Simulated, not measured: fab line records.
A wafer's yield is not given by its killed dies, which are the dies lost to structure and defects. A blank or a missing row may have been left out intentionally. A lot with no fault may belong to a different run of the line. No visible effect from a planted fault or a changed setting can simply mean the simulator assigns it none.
A struck lot beside a sound one :: flow n5-finfet :: 37 out of 1938 route steps
Sound: wafers L722.1, L722.3, L722.6. Wafers L717.1, L717.2, L717.3 were the ones struck. The cause is named last.
At each step with rows: each side's tool, then ch and its chambers, then its first start. Under that, the readings that differ: sound wafers :: struck wafers :: difference of the means :: sigmas: that difference in standard deviations of wafers without a fault.
alike: same words and numbers on both sides, and readings whose means sit less than 2 such deviations apart. not compared: any withheld reading, any reading some wafer has no value for, any bound like >300 that may hide the same value, and any number with overlapping values for which the record gives no deviation.
The two part at a step that has a row with sigmas, a row that says differs or no value, or rows on one side only. When numbers do not overlap yet have no deviation, they are printed without sigmas and do not part them. A reading missing from all wafers of one side parts the sides only when that side holds two or more wafers.

first, 9 steps without rows for these wafers: N5_BEOL_M4_ANNEAL_95 (time 240 s); N5_BEOL_M4_SPUTTER_96 (material Cu, target thk 4.5 nm, time 8.29 s); N5_BEOL_M4_ECD_50 (material Cu, target thk 300 nm); N5_BEOL_M4_ANNEAL_51 (time 90 s); N5_BEOL_M4_CMP_52 (polishes, stops on SiOC, t overpolish 6.8 s, target thk 40 nm); N5_BEOL_M4_PRE_CLEAN_60 (time 15 s); N5_BEOL_M4_CO_CAP_55 (material Co, precursor CCTBA/H2, target thk 2 nm, time 102.1 s); N5_BEOL_M4_PRE_CLEAN_56 (time 15 s); N5_BEOL_M4_DEP_57 (deposits SiCN from 3MS/NH3, target thk 8 nm, time 14 s).
N5_BEOL_M4_RC_MEAS_101:
  sound on prober-01 ch 0, day 13 03:11; struck on prober-02 ch 0, day 11 21:58
  alike: DIBL_N, DIBL_P, IOFF_N, IOFF_P, ION_N, ION_P, SS_N, SS_P, VT_N, VT_P
then, 24 steps without rows for these wafers: N5_BEOL_M5_ILD_DEP_00 (deposits SiCOH lowk from DEMS/porogen, target thk 140.64 nm, time 25.9 s); N5_BEOL_M5_CURE_79 (cures SiCOH lowk, time 240 s); N5_BEOL_M5_PECVD_70 (deposits SiO2 from TEOS/O2, target thk 16 nm, time 18 s); N5_BEOL_M5_HM_DEP_02 (deposits TiN, target thk 20 nm); N5_BEOL_M5_COAT_59 (time 60 s, resist thk 60 nm); N5_BEOL_M5_COAT_60 (time 60 s, resist thk 12 nm); N5_BEOL_M5_COAT_71 (time 60 s, resist thk 5 nm); N5_BEOL_M5_COAT_05 (resist thk 30 nm); N5_BEOL_M5_EBR_07; N5_BEOL_M5_SOFTBAKE_06 (time 60 s); N5_BEOL_M5_EXPOSE_08 (exposes mask M5, target cd 28 nm); N5_BEOL_M5_PEB_09 (peb time 60 s); N5_BEOL_M5_DEVELOP_10 (develop time 30 s); N5_BEOL_M5_DESCUM_16 (chemistry O2, time 7 s); N5_BEOL_M5_ETCH_72 (etches underlayer in N2/H2, target depth 6.5 nm, time 5.2 s); N5_BEOL_M5_ETCH_61 (etches SiARC in CF4, target depth 15.6 nm, time 26 s); N5_BEOL_M5_ETCH_62 (etches SOC in N2/H2, target depth 75 nm, overetch 15 nm, time 112.5 s); N5_BEOL_M5_STRIP_63 (strips in N2/H2); N5_BEOL_M5_STRIP_73 (strips in N2/H2); N5_BEOL_M5_STRIP_64 (strips in CF4); N5_BEOL_M5_HM_OPEN_17 (chemistry Cl2/BCl3, target TiN, target depth 20 nm, overetch 6 nm); N5_BEOL_M5_STRIP_19 (strips in O2); N5_BEOL_M5_COAT_65 (time 60 s, resist thk 60 nm); N5_BEOL_M5_COAT_66 (time 60 s, resist thk 12 nm).
N5_BEOL_M9_ETCH_65: etches SiARC in CF4, target depth 15.6 nm, time 26 s.
  sound on rie-diel-02 ch 0,2,3, day 15 06:17; struck on rie-diel-02 ch 0,1,2, day 13 16:42
  no value came back on the struck wafers for any of 9 readings (bias-w (W), cf4-flow-sccm (sccm) and others); on the sound wafers bias-w (W) reads 35.93 35.95 36.01
reading: model.CAR-EUV_of_BEOL_M9_COAT_22.thk-nm (nm)
sound: 11.2 11.2 11.2
struck: 20.2 20.4 20.4
difference: +9.1
sigmas: 
  not compared: rf-hours-counter-h
N5_BEOL_M9_ETCH_66: etches SOC in N2/H2, target depth 80 nm, overetch 16 nm, time 120 s.
  sound on rie-diel-02 ch 0,2,3, day 15 06:19; struck on rie-diel-02 ch 0,1,2, day 13 16:44
reading: bias-w (W)
sound: 149.8 149.1 149.5
struck: 150.5 150.1 150.5
difference: +0.9
sigmas: +2

reading: oes-product-au (a.u.)
sound: 0.73 0.68 0.54
struck: 0.36 0.35 0.27
difference: -0.32
sigmas: -5
  alike: chamber-pressure-mTorr, drypump-motor-current-A, h2-flow-sccm, rf-vpp-V, showerhead-plenum-p-Torr, throttle-valve-pct
  not compared: rf-hours-counter-h
-- here the record skips 2 days between the struck wafers' starts before and after, leaving off in module BEOL_M9 and picking up in module PASSIVATION (first step shown: number 1936 of the route) --
N5_PASSIVATION_PROBE_49:
  only the struck wafers here have rows in the record (prober-02, day 16 00:30); the sound ones have none

WHERE THEY PART
First at N5_BEOL_M9_ETCH_65; last, within this record, at N5_PASSIVATION_PROBE_49.

WHY: what had been put in by the simulator
Entire step skipped (rie-diel-02, N5_BEOL_M9_ETCH_65), from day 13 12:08 onward. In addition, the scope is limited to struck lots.
